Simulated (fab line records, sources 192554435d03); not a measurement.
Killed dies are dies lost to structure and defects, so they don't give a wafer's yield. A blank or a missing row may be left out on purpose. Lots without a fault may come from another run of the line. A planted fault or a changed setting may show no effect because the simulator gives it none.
Which tool did it? | flow n5_finfet | 24 lots, 72 wafers sampled, at 4 steps of a route of 1938

WHAT THE GAUGES READ, wafer by wafer
N5_BEOL_M0_SAQP_INSPECT_16: inspects for defects (brightfield). Usual: raw_defect_count 507, standard deviation 130.
lot  | measured     | on                | raw_defect_count | flag
L075 | day 5 22:07  | defect_inspect-02 | 652 519 704      |
L074 | day 6 03:16  | defect_inspect-02 | 331 448 375      |
L076 | day 6 04:26  | defect_inspect-02 | 578 597 546      |
L077 | day 6 13:54  | defect_inspect-01 | 466 434 520      |
L078 | day 6 17:37  | defect_inspect-01 | 413 457 444      |
L079 | day 6 21:35  | defect_inspect-02 | 402 457 295      |
L080 | day 7 01:35  | defect_inspect-02 | 610 636 585      |
L081 | day 7 04:30  | defect_inspect-01 | 596 316 527      |
L082 | day 7 14:40  | defect_inspect-02 | 503 516 645      |
L083 | day 8 02:52  | defect_inspect-01 | 668 537 464      |
L084 | day 8 07:44  | defect_inspect-02 | 643 520 428      |
L085 | day 8 20:00  | defect_inspect-02 | 414 426 390      |
L086 | day 9 01:44  | defect_inspect-01 | 441 546 592      |
L087 | day 9 04:55  | defect_inspect-01 | 312 306 367      |
L088 | day 9 05:09  | defect_inspect-01 | 886 673 669      |
L089 | day 9 10:59  | defect_inspect-01 | 677 566 490      |
L090 | day 9 17:08  | defect_inspect-02 | 487 434 655      |
L091 | day 9 19:04  | defect_inspect-02 | 438 533 398      |
L092 | day 11 08:48 | defect_inspect-02 | 396 689 837      |
L093 | day 11 08:35 | defect_inspect-01 | 433 305 400      |
L094 | day 11 08:58 | defect_inspect-01 | 428 552 574      |
L095 | day 11 09:08 | defect_inspect-02 | 738 654 554      |
L096 | day 11 09:55 | defect_inspect-02 | 274 450 346      |
L097 | day 11 09:45 | defect_inspect-01 | 490 821 674      |

WHICH TOOL RAN EACH LOT (tool, then ch and the chambers of the sampled wafers, then the start)
lot  | N5_MOL_CONTACT_COAG_ETCHBACK_136   | N5_BEOL_M0_SAQP_ILD_DEP_01      | N5_BEOL_M0_SAQP_HM_DEP_111
L075 | rie_diel-03 ch 1,2, day 5 15:57    | pecvd-01 ch 0,1, day 5 20:32    | pecvd-01 ch 0,1,2, day 5 21:37
L074 | rie_diel-01 ch 0,1,3, day 5 19:49  | pecvd-01 ch 0,1,2, day 6 00:28  | pecvd-03 ch 0,2, day 6 02:46
L076 | rie_diel-05 ch 1,3, day 5 22:57    | pecvd-01 ch 0,2, day 6 03:29    | pecvd-03 ch 0,2, day 6 03:55
L077 | rie_diel-01 ch 0,2, day 6 07:59    | pecvd-03 ch 0,1,2, day 6 12:33  | pecvd-03 ch 0,1,2, day 6 13:24
L078 | rie_diel-01 ch 0,2,3, day 6 08:43  | pecvd-02 ch 0,1,2, day 6 15:33  | pecvd-03 ch 1,2, day 6 17:07
L079 | rie_diel-03 ch 1,3, day 6 15:59    | pecvd-02 ch 0,1,2, day 6 20:34  | pecvd-02 ch 0,1, day 6 21:05
L080 | rie_diel-05 ch 0,1,2, day 6 19:04  | pecvd-01 ch 0,1, day 6 23:37    | pecvd-02 ch 0,1, day 7 01:12
L081 | rie_diel-01 ch 2,3, day 6 22:59    | pecvd-02 ch 0,2, day 7 03:32    | pecvd-03 ch 0,1,2, day 7 04:00
L082 | rie_diel-01 ch 1,2,3, day 7 07:12  | pecvd-02 ch 1,2, day 7 11:45    | pecvd-03 ch 0,2, day 7 14:10
L083 | rie_diel-01 ch 0,3, day 7 20:35    | pecvd-02 ch 0,2, day 8 01:20    | pecvd-02 ch 0,2, day 8 02:28
L084 | rie_diel-01 ch 0,1,3, day 8 00:06  | pecvd-03 ch 0,2, day 8 04:41    | pecvd-03 ch 1,2, day 8 07:14
L085 | rie_diel-01 ch 0,2, day 8 12:50    | pecvd-01 ch 1,2, day 8 17:23    | pecvd-03 ch 1,2, day 8 19:30
L086 | rie_diel-01 ch 1,2, day 8 19:40    | pecvd-03 ch 0,1,2, day 9 00:12  | pecvd-02 ch 0,1, day 9 01:13
L087 | rie_diel-03 ch 1,2, day 8 19:49    | pecvd-03 ch 1,2, day 9 03:12    | pecvd-03 ch 0,1,2, day 9 04:32
L088 | rie_diel-01 ch 0,1,3, day 8 21:59  | pecvd-02 ch 0,1, day 9 03:13    | pecvd-01 ch 0,1, day 9 04:39
L089 | rie_diel-05 ch 1,2,3, day 9 03:38  | pecvd-01 ch 1,2, day 9 08:13    | pecvd-03 ch 1,2, day 9 10:28
L090 | rie_diel-01 ch 0,1,2, day 9 10:25  | pecvd-01 ch 0,1,2, day 9 15:02  | pecvd-02 ch 0,1, day 9 16:38
L091 | rie_diel-03 ch 0,2,3, day 9 10:43  | pecvd-01 ch 0,1,2, day 9 17:59  | pecvd-03 ch 0,2, day 9 18:34
L092 | rie_diel-05 ch 0,1,2, day 10 00:45 | pecvd-03 ch 0,1,2, day 11 06:57 | pecvd-01 ch 0,1,2, day 11 08:20
L093 | rie_diel-05 ch 0,1, day 10 03:19   | pecvd-02 ch 0,2, day 11 06:56   | pecvd-01 ch 0,1, day 11 08:12
L094 | rie_diel-05 ch 0,1,2, day 10 08:09 | pecvd-01 ch 0,1,2, day 11 07:14 | pecvd-02 ch 1,2, day 11 08:25
L095 | rie_diel-03 ch 0,1,3, day 10 11:50 | pecvd-03 ch 1,2, day 11 07:14   | pecvd-01 ch 0,2, day 11 08:30
L096 | rie_diel-05 ch 1,3, day 10 21:01   | pecvd-02 ch 1,2, day 11 07:32   | pecvd-03 ch 0,2, day 11 09:25
L097 | rie_diel-01 ch 1,2, day 11 00:24   | pecvd-03 ch 0,1,2, day 11 07:32 | pecvd-03 ch 0,1, day 11 09:15
- N5_MOL_CONTACT_COAG_ETCHBACK_136: etches SiO2 in CHF3, target depth 25 nm, time 16.7 s.
- N5_BEOL_M0_SAQP_ILD_DEP_01: deposits SiOC from DEMS/O2, target thk 45.419 nm, time 8.7 s.
- N5_BEOL_M0_SAQP_HM_DEP_111: deposits SiO2 from SiH4/N2O, target thk 12 nm, time 7.2 s.

WHAT THE TOOLS THEMSELVES READ (means of the sampled wafers that have a number; where no wafer has one, the mark that the record gives instead)
N5_MOL_CONTACT_COAG_ETCHBACK_136. Usual: drypump_motor_current_A 5.8 A, standard deviation 0.48; oes_product_au 0.77 a.u., standard deviation 0.085; rf_vpp_V 524 V, standard deviation 6.4; showerhead_plenum_p_Torr 2.45 Torr, standard deviation 0.04; throttle_valve_pct 18.67 %, standard deviation 0.21.
lot  | tool        | drypump_motor_current_A (A) | oes_product_au (a.u.) | rf_vpp_V (V) | showerhead_plenum_p_Torr (Torr) | throttle_valve_pct (%) | flag
L075 | rie_diel-03 | 5.3                         | 0.78                  | 527          | 2.47                            | 18.60                  |
L074 | rie_diel-01 | 6.1                         | 0.76                  | 526          | 2.48                            | 18.62                  |
L076 | rie_diel-05 | 5.5                         | 0.71                  | 525          | 2.36                            | 18.84                  |
L077 | rie_diel-01 | 5.6                         | 0.70                  | 525          | 2.46                            | 19.05                  |
L078 | rie_diel-01 | 6.0                         | 0.74                  | 528          | 2.47                            | 18.86                  |
L079 | rie_diel-03 | 5.3                         | 0.76                  | 522          | 2.45                            | 18.69                  |
L080 | rie_diel-05 | 5.8                         | 0.73                  | 520          | 2.42                            | 18.55                  |
L081 | rie_diel-01 | 5.9                         | 0.72                  | 528          | 2.45                            | 18.89                  |
L082 | rie_diel-01 | 5.7                         | 0.73                  | 527          | 2.46                            | 18.84                  |
L083 | rie_diel-01 | 6.3                         | 0.74                  | 527          | 2.47                            | 18.70                  |
L084 | rie_diel-01 | 6.1                         | 0.75                  | 526          | 2.47                            | 18.66                  |
L085 | rie_diel-01 | 6.0                         | 0.81                  | 523          | 2.47                            | 18.73                  |
L086 | rie_diel-01 | 5.5                         | 0.83                  | 521          | 2.47                            | 18.65                  |
L087 | rie_diel-03 | 5.3                         | 0.74                  | 528          | 2.46                            | 18.66                  |
L088 | rie_diel-01 | 6.1                         | 0.74                  | 525          | 2.47                            | 18.67                  |
L089 | rie_diel-05 | 5.6                         | 0.70                  | 522          | 2.38                            | 18.78                  |
L090 | rie_diel-01 | 5.8                         | 0.81                  | 523          | 2.47                            | 18.69                  |
L091 | rie_diel-03 | 5.4                         | 0.75                  | 530          | 2.48                            | 18.66                  |
L092 | rie_diel-05 | 5.8                         | 0.81                  | 519          | 2.41                            | 18.45                  |
L093 | rie_diel-05 | 6.0                         | 0.72                  | 518          | 2.42                            | 18.46                  |
L094 | rie_diel-05 | 5.8                         | 0.80                  | 519          | 2.41                            | 18.46                  |
L095 | rie_diel-03 | 5.5                         | 0.79                  | 527          | 2.46                            | 18.71                  |
L096 | rie_diel-05 | 5.3                         | 0.83                  | 517          | 2.36                            | 18.46                  |
L097 | rie_diel-01 | 5.5                         | 0.80                  | 521          | 2.46                            | 18.69                  |

N5_BEOL_M0_SAQP_ILD_DEP_01. Usual: chamber_pressure_Torr 5.001 Torr, standard deviation 0.011; heater_power_w 495 W, standard deviation 76; showerhead_plenum_p_Torr 5.697 Torr, standard deviation 0.017; throttle_valve_pct 12.1 %, standard deviation 0.79.
lot  | tool     | chamber_pressure_Torr (Torr) | heater_power_w (W) | showerhead_plenum_p_Torr (Torr) | throttle_valve_pct (%) | flag
L075 | pecvd-01 | 4.997                        | 544                | 5.717                           | 11.9                   |
L074 | pecvd-01 | 4.990                        | 535                | 5.692                           | 11.8                   |
L076 | pecvd-01 | 5.002                        | 512                | 5.689                           | 11.4                   |
L077 | pecvd-03 | 5.013                        | 478                | 5.690                           | 12.1                   |
L078 | pecvd-02 | 4.993                        | 469                | 5.693                           | 12.2                   |
L079 | pecvd-02 | 4.997                        | 440                | 5.705                           | 12.4                   |
L080 | pecvd-01 | 5.013                        | 495                | 5.709                           | 11.9                   |
L081 | pecvd-02 | 5.007                        | 435                | 5.694                           | 11.6                   |
L082 | pecvd-02 | 4.999                        | 459                | 5.695                           | 11.9                   |
L083 | pecvd-02 | 4.993                        | 517                | 5.713                           | 12.0                   |
L084 | pecvd-03 | 5.002                        | 464                | 5.682                           | 11.4                   |
L085 | pecvd-01 | 5.009                        | 597                | 5.692                           | 11.8                   |
L086 | pecvd-03 | 4.994                        | 457                | 5.710                           | 12.3                   |
L087 | pecvd-03 | 5.006                        | 492                | 5.683                           | 12.0                   |
L088 | pecvd-02 | 4.996                        | 473                | 5.698                           | 13.0                   |
L089 | pecvd-01 | 5.006                        | 635                | 5.704                           | 12.4                   |
L090 | pecvd-01 | 5.007                        | 529                | 5.700                           | 11.7                   |
L091 | pecvd-01 | 4.999                        | 511                | 5.702                           | 11.8                   |
L092 | pecvd-03 | 5.003                        | 463                | 5.689                           | 12.3                   |
L093 | pecvd-02 | 5.010                        | 480                | 5.706                           | 12.1                   |
L094 | pecvd-01 | 4.997                        | 556                | 5.698                           | 12.0                   |
L095 | pecvd-03 | 5.004                        | 456                | 5.684                           | 11.9                   |
L096 | pecvd-02 | 5.006                        | 487                | 5.688                           | 12.5                   |
L097 | pecvd-03 | 5.001                        | 462                | 5.700                           | 12.3                   |

N5_BEOL_M0_SAQP_HM_DEP_111. Usual: chamber_pressure_Torr 0.7502 Torr, standard deviation 0.0016; heater_power_w 782 W, standard deviation 110; showerhead_plenum_p_Torr 8.16 Torr, standard deviation 0.13.
lot  | tool     | chamber_pressure_Torr (Torr) | heater_power_w (W) | showerhead_plenum_p_Torr (Torr) | flag
L075 | pecvd-01 | 0.7518                       | 847                | 8.19                            |
L074 | pecvd-03 | 0.7502                       | 679                | 8.10                            |
L076 | pecvd-03 | 0.7501                       | 680                | 8.11                            |
L077 | pecvd-03 | 0.7507                       | 721                | 8.13                            |
L078 | pecvd-03 | 0.7520                       | 894                | 8.16                            |
L079 | pecvd-02 | 0.7494                       | 753                | 8.26                            |
L080 | pecvd-02 | 0.7500                       | 687                | 8.15                            |
L081 | pecvd-03 | 0.7488                       | 776                | 8.14                            |
L082 | pecvd-03 | 0.7514                       | 784                | 8.06                            |
L083 | pecvd-02 | 0.7503                       | 791                | 8.20                            |
L084 | pecvd-03 | 0.7495                       | 776                | 8.09                            |
L085 | pecvd-03 | 0.7504                       | 788                | 8.15                            |
L086 | pecvd-02 | 0.7482                       | 746                | 8.18                            |
L087 | pecvd-03 | 0.7503                       | 750                | 8.12                            |
L088 | pecvd-01 | 0.7498                       | 858                | 8.26                            |
L089 | pecvd-03 | 0.7500                       | 847                | 8.14                            |
L090 | pecvd-02 | 0.7505                       | 747                | 8.17                            |
L091 | pecvd-03 | 0.7484                       | 680                | 8.07                            |
L092 | pecvd-01 | 0.7498                       | 895                | 8.19                            |
L093 | pecvd-01 | 0.7507                       | 947                | 8.37                            |
L094 | pecvd-02 | 0.7489                       | 780                | 8.12                            |
L095 | pecvd-01 | 0.7503                       | 769                | 8.09                            |
L096 | pecvd-03 | 0.7521                       | 671                | 8.06                            |
L097 | pecvd-03 | 0.7510                       | 756                | 8.19                            |

THE ANSWER, worked out from the rows above alone
Rule: a lot is off if the mean of its wafers that have a number lies more than 3 standard deviations from the usual mean. A lot without any number at a reading at which 4 lots or more have one is off too. The other lots that the step has rows for count as sound. The gauges are gone through in route order, then the tools' own readings, and for those a lot's mean is taken as printed above. The first step at which some lot is off is used, and at that step the reading that is off furthest; a lot without a number counts as furthest.
No lot is off at any reading shown: from this, nothing can be told.

WHAT THE SIMULATOR HAD PUT IN
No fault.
